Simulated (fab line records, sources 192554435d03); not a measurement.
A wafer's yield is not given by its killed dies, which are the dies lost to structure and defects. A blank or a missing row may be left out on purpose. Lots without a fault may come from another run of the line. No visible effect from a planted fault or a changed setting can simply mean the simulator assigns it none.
Problem report in the 8D (eight disciplines) form, filled by code :: flow n5 finfet :: the parts of the form that need people (team, actions taken, sign-off) are left out

== 1. THE ISSUE ==
IOFF_P_LIN at N5_BEOL_M4_RC_MEAS_101 reads a mean of 0.327 nA/um on 2 wafers of 1 lot; wafers without a fault read 0.101 nA/um with a standard deviation of 0.014. Measured from the usual mean, that is +16 standard deviations.
First seen on wafer L347.4, day 8 07:23, on prober-01. At this step, 30 wafers from 10 lots have a number in the record. By rule, "out" or "out of limits" means more than 4 standard deviations away from the usual mean. The rest of the wafers with a number are treated as sound.

== 2. WHAT THIS IS AND IS NOT ==
question: which readings at this step
is: IOFF_P_LIN, IOFF_P, IOFF_P_85C, IOFF_P_LONG, ION_P, VT_N_LVT, VT_P, VT_P_LONG
is not: DIBL_N, DIBL_P, IOFF_N, ION_N, SS_N, SS_P, VT_N

question: which lots
is: L347
is not: L346, L349, L360, L361, L363, L364, L365, L367, L368

question: which wafers of those lots
is: L347.4, L347.6
is not: L347.1

question: read on which gauges
is: prober-01
is not: prober-02

question: when
is: from day 8 07:23
is not: up to then (1 sound wafer); but 27 sound wafers of L346, L349, L360, L361, L363, L364, L365, L367, L368 came after

== 3. WHAT RULES OUT EACH SUSPECT ==
Counting: if a tool at a process step up to the reading ran every lot that is out, it stays a suspect. Sound lots after the first of them don't rule it out here, since some wafers of a struck lot are sound.
- the gauge at N5_BEOL_M4_RC_MEAS_101 has been ruled out. All the wafers that are out were read on prober-01, but those of them that N5_PASSIVATION_PROBE_49 has rows for are out there too, on other tools.
- ald hk-03 at N5_HKMG_FIN_ALD_74 (deposits La2O3, target thk 0.5 nm, pulse time 6 s, co reactant pulse time 1 s): kept. It processed L347, the lot that is out, at day 4 10:08, and its most recent sound lot before then was L346 at day 4 08:10.
- pvd sputter-01 at N5_BEOL_M4_ANNEAL_91 (time 240 s): kept. It ran the lot that is out, L347 (day 8 05:43).
- The sound lot-mates ran in chamber 0 of ald hk-03 at N5_HKMG_FIN_ALD_74, but the wafers that are out ran in chamber 3.
The count leaves pvd sputter-01 at N5_BEOL_M4_ANNEAL_91 and ald hk-03 at N5_HKMG_FIN_ALD_74.

== 4. THE CAUSE (what the simulator had put in) ==
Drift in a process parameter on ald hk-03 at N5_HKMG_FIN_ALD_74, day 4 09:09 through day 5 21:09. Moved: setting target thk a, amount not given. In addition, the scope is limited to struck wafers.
Of the 2 suspects that counting leaves, this tool is one.

== 5. SEQUENCE OF EFFECTS, ordered by route ==
Each row: a reading where the mean over the struck wafers with a number is more than 3 standard deviations away from the usual. Scope: only readings with a usual standard deviation given in the record; hours: median across lots of the time from each lot's start at the first step in this table that gives one to its start at this step; sigmas: change in usual standard deviations.
hours: 0
step: N5_BEOL_M4_RC_MEAS_101
reading: IOFF_P
usual: 0.21 nA/um
on struck wafers: 0.70
change: +0.49
sigmas: +13

hours: 0
step: N5_BEOL_M4_RC_MEAS_101
reading: IOFF_P_85C
usual: 3.7 nA/um
on struck wafers: 9.9
change: +6.2
sigmas: +12

hours: 0
step: N5_BEOL_M4_RC_MEAS_101
reading: IOFF_P_LIN
usual: 0.101 nA/um
on struck wafers: 0.327
change: +0.226
sigmas: +16

hours: 0
step: N5_BEOL_M4_RC_MEAS_101
reading: IOFF_P_LONG
usual: 0.000107 nA/um
on struck wafers: 0.000265
change: +0.000158
sigmas: +16

hours: 0
step: N5_BEOL_M4_RC_MEAS_101
reading: ION_P
usual: 462 uA/um
on struck wafers: 516
change: +54
sigmas: +6.8

hours: 0
step: N5_BEOL_M4_RC_MEAS_101
reading: VT_N_LVT
usual: 98 mV
on struck wafers: 134
change: +36
sigmas: +11

hours: 0
step: N5_BEOL_M4_RC_MEAS_101
reading: VT_P
usual: -250 mV
on struck wafers: -217
change: +33
sigmas: +10

hours: 0
step: N5_BEOL_M4_RC_MEAS_101
reading: VT_P_LONG
usual: -276 mV
on struck wafers: -244
change: +32
sigmas: +10

hours: 97
step: N5_PASSIVATION_PROBE_49
reading: sort_bin_4_leakage
usual: 0.00 %
on struck wafers: 60.13
change: +60.13
sigmas: +99 or more

hours: 97
step: N5_PASSIVATION_PROBE_49
reading: sort n pass
usual: 1077
on struck wafers: 390
change: -686
sigmas: -40

hours: 97
step: N5_PASSIVATION_PROBE_49
reading: sort yield pct
usual: 91.3 %
on struck wafers: 33.1
change: -58.2
sigmas: -39
Here are the process steps it includes:
- N5_PASSIVATION_PROBE_49

== 6. WHAT WOULD HAVE CAUGHT IT SOONER ==
94 hours passed between the start of the fault at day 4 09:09 and the first reading out of limits at a measuring or inspecting step in this record, taken at day 8 07:23.
Tool readings at N5_HKMG_FIN_ALD_74 with a usual standard deviation given in the record: none out on any struck wafer, hence no alarm at a limit of 4 standard deviations on them.
Each of the lots that are out, 1 in all, had begun N5_HKMG_FIN_ALD_74 on ald hk-03 no later than day 8 07:23. A hold on the tool at that time would have spared none of them.
